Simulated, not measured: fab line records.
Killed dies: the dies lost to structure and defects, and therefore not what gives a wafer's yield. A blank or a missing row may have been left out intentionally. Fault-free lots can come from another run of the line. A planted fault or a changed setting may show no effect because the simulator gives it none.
Which tool was responsible? + flow n5_finfet + 11 lots with 27 wafers sampled at 4 steps, on a route of 1938 steps

## WHAT THE GAUGES SHOWED, per wafer
N5_BEOL_M7_CD_MEAS_28: target cd 40 nm.
| lot  | measured     | on        | cd_nm (nm)        |
|------|--------------|-----------|-------------------|
| L160 | day 8 22:31  | cd_sem-01 | 40.33 39.82       |
| L161 | day 9 09:41  | cd_sem-03 | 39.77 40.06 39.61 |
| L162 | day 10 07:38 | cd_sem-01 | 39.90 39.84       |
| L165 | day 10 12:16 | cd_sem-02 | 40.57 40.01 39.76 |
| L164 | day 11 21:56 | cd_sem-03 | 39.84 39.90 39.66 |
| L169 | day 12 03:00 | cd_sem-01 | 39.50 39.96       |
| L172 | day 12 18:29 | cd_sem-03 | 40.32 40.42       |
| L174 | day 13 06:20 | cd_sem-01 | 41.90 41.08 41.41 |
| L173 | day 13 12:37 | cd_sem-03 | 41.39 41.04 41.06 |
| L177 | day 14 14:10 | cd_sem-01 | 40.15 39.89       |
| L179 | day 15 03:53 | cd_sem-03 | 40.07 40.02       |

## WHAT TOOL EACH LOT RAN ON (gives the tool, then ch and the chambers of the sampled wafers, and finally the start)
| lot  | N5_BEOL_M7_DESCUM_16               | N5_BEOL_M7_STRIP_67                | N5_BEOL_M7_EXPOSE_25              |
|------|------------------------------------|------------------------------------|-----------------------------------|
| L160 | rie_diel-02 ch 0,1, day 8 18:34    | rie_diel-02 ch 0,1, day 8 18:48    | euv_scanner-01 ch 0, day 8 22:24  |
| L161 | rie_diel-01 ch 0,1,3, day 9 08:11  | rie_diel-01 ch 0,1,3, day 9 08:26  | euv_scanner-02 ch 0, day 9 09:34  |
| L162 | rie_diel-02 ch 0,1, day 10 04:27   | rie_diel-02 ch 0,1, day 10 04:41   | euv_scanner-01 ch 0, day 10 07:30 |
| L165 | rie_diel-02 ch 1,3, day 10 09:04   | rie_diel-02 ch 1,3, day 10 09:19   | euv_scanner-02 ch 0, day 10 12:09 |
| L164 | rie_diel-01 ch 0,1,2, day 11 19:59 | rie_diel-01 ch 0,1,2, day 11 20:13 | euv_scanner-02 ch 0, day 11 21:48 |
| L169 | rie_diel-02 ch 0,1, day 11 23:50   | rie_diel-02 ch 0,1, day 12 00:04   | euv_scanner-02 ch 0, day 12 02:54 |
| L172 | rie_diel-03 ch 0,1, day 12 15:26   | rie_diel-03 ch 0,1, day 12 15:40   | euv_scanner-01 ch 0, day 12 18:21 |
| L174 | rie_diel-01 ch 0,1,3, day 13 02:29 | rie_diel-01 ch 0,1,3, day 13 02:43 | euv_scanner-01 ch 0, day 13 06:11 |
| L173 | rie_diel-02 ch 0,3, day 13 11:22   | rie_diel-02 ch 0,3, day 13 11:36   | euv_scanner-01 ch 0, day 13 12:29 |
| L177 | rie_diel-02 ch 1,2, day 14 13:17   | rie_diel-02 ch 1,2, day 14 13:31   | euv_scanner-02 ch 0, day 14 14:02 |
| L179 | rie_diel-02 ch 1,3, day 15 01:23   | rie_diel-02 ch 1,3, day 15 01:37   | euv_scanner-02 ch 0, day 15 03:45 |
- N5_BEOL_M7_DESCUM_16: chemistry O2, time 7.9 s.
- N5_BEOL_M7_STRIP_67: strips in CF4.
- N5_BEOL_M7_EXPOSE_25: exposes mask V6, target cd 40 nm.

## WHAT THE TOOLS THEMSELVES READ (means of the sampled wafers that have a number; where no wafer has one, the mark that the record gives instead)
N5_BEOL_M7_DESCUM_16.
| lot  | tool        | drypump_motor_current_A (A) | oes_product_au (a.u.) | rf_vpp_V (V) | showerhead_plenum_p_Torr (Torr) | throttle_valve_pct (%) |
|------|-------------|-----------------------------|-----------------------|--------------|---------------------------------|------------------------|
| L160 | rie_diel-02 | 6.2                         | 0.81                  | 243.2        | 2.08                            | 20.54                  |
| L161 | rie_diel-01 | 6.1                         | 0.85                  | 243.2        | 2.07                            | 20.26                  |
| L162 | rie_diel-02 | 6.2                         | 0.79                  | 243.2        | 2.08                            | 20.56                  |
| L165 | rie_diel-02 | 5.7                         | 0.73                  | 241.4        | 2.00                            | 20.67                  |
| L164 | rie_diel-01 | 6.1                         | 0.83                  | 242.6        | 2.10                            | 20.35                  |
| L169 | rie_diel-02 | 6.2                         | 0.79                  | 242.1        | 2.08                            | 20.57                  |
| L172 | rie_diel-03 | 5.5                         | 0.83                  | 242.6        | 2.07                            | 20.34                  |
| L174 | rie_diel-01 | 6.0                         | 0.82                  | 243.0        | 2.06                            | 20.30                  |
| L173 | rie_diel-02 | 6.4                         | 0.80                  | 242.4        | 2.08                            | 20.17                  |
| L177 | rie_diel-02 | 5.8                         | 0.81                  | 242.6        | 2.10                            | 20.70                  |
| L179 | rie_diel-02 | 5.8                         | 0.70                  | 240.9        | 1.98                            | 20.59                  |

N5_BEOL_M7_STRIP_67.
| lot  | tool        | cf4_flow_sccm (sccm) | drypump_motor_current_A (A) | oes_product_au (a.u.) | rf_vpp_V (V) | showerhead_plenum_p_Torr (Torr) | throttle_valve_pct (%) |
|------|-------------|----------------------|-----------------------------|-----------------------|--------------|---------------------------------|------------------------|
| L160 | rie_diel-02 | 150.1                | 6.2                         | 0.80                  | 270.1        | 1.78                            | 13.61                  |
| L161 | rie_diel-01 | 149.8                | 6.0                         | 0.85                  | 270.6        | 1.80                            | 13.55                  |
| L162 | rie_diel-02 | 149.4                | 6.2                         | 0.79                  | 270.4        | 1.78                            | 13.63                  |
| L165 | rie_diel-02 | 150.1                | 5.7                         | 0.74                  | 269.6        | 1.73                            | 13.87                  |
| L164 | rie_diel-01 | 150.0                | 6.1                         | 0.83                  | 271.4        | 1.82                            | 13.58                  |
| L169 | rie_diel-02 | 149.8                | 6.2                         | 0.77                  | 269.3        | 1.77                            | 13.66                  |
| L172 | rie_diel-03 | 149.4                | 5.5                         | 0.84                  | 270.6        | 1.77                            | 13.45                  |
| L174 | rie_diel-01 | 149.9                | 6.0                         | 0.81                  | 270.6        | 1.79                            | 13.60                  |
| L173 | rie_diel-02 | 149.8                | 6.4                         | 0.79                  | 270.6        | 1.79                            | 13.41                  |
| L177 | rie_diel-02 | 149.7                | 5.7                         | 0.80                  | 270.9        | 1.82                            | 13.88                  |
| L179 | rie_diel-02 | 150.1                | 5.8                         | 0.71                  | 269.4        | 1.72                            | 13.86                  |

N5_BEOL_M7_EXPOSE_25.
| lot  | tool           | exposure_dose_mJ_cm2 | reticle_temp_C (C) |
|------|----------------|----------------------|--------------------|
| L160 | euv_scanner-01 | 42.44                | 23.10              |
| L161 | euv_scanner-02 | 42.48                | 22.99              |
| L162 | euv_scanner-01 | 42.41                | 23.05              |
| L165 | euv_scanner-02 | 42.56                | 23.08              |
| L164 | euv_scanner-02 | 42.54                | 22.92              |
| L169 | euv_scanner-02 | 42.42                | 23.05              |
| L172 | euv_scanner-01 | 42.42                | 22.98              |
| L174 | euv_scanner-01 | 44.90                | 22.98              |
| L173 | euv_scanner-01 | 44.33                | 23.02              |
| L177 | euv_scanner-02 | 42.52                | 23.12              |
| L179 | euv_scanner-02 | 42.52                | 22.93              |

## THE ANSWER, worked out from the rows above alone
Rule: what is usual is taken from the lots themselves. The widest of any qualifying gaps counts: lots, ordered by their means at a reading, are off when they make up no more than a third of the lots, leave a main group of 4 or more, and stand apart from it by 3 or more times the standard deviation of that group's means. Not used: any main group whose means are identical at the precision the tables above print for the reading. A lot without any number at a reading at which 4 lots or more have one is off too. The other lots that the step has rows for count as sound. First the gauges in route order, then the tools' own readings, where a lot's mean is used as printed above. At the first step where some lot is off, the reading lying furthest off is the one used; lots without a number count as furthest.
Off, at N5_BEOL_M7_CD_MEAS_28 on cd_nm: L174, L173. Main group: mean 39.98 nm, sd 0.19.
A tool fits if, at a process step before that reading, it ran every lot that is off, and no sound lot after the first of them. Not tried: the gauges at N5_BEOL_M7_CD_MEAS_28; whatever is off there is also off at N5_BEOL_M7_EXPOSE_25, on other tools, and gauge error can't account for it. One candidate fits, namely euv_scanner-01 at N5_BEOL_M7_EXPOSE_25. Its last sound lot is L172 (day 12 18:21), its first lot that is off L174 (day 13 06:11): a fault that began between those two fits.
The tool's own readings at N5_BEOL_M7_EXPOSE_25 bear it out: on the lots that are off they differ by more than 5 times the standard deviation of the sound lots' means. exposure_dose_mJ_cm2 reads 44.61 there against 42.48 on the sound lots.

## WHAT WAS PUT IN BY THE SIMULATOR
Process parameters drifting: euv_scanner-01 at N5_BEOL_M7_EXPOSE_25, beginning at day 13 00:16. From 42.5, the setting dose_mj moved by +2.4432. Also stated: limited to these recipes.
Shown lots that were struck: L174, L173. Same finding as the rule above.
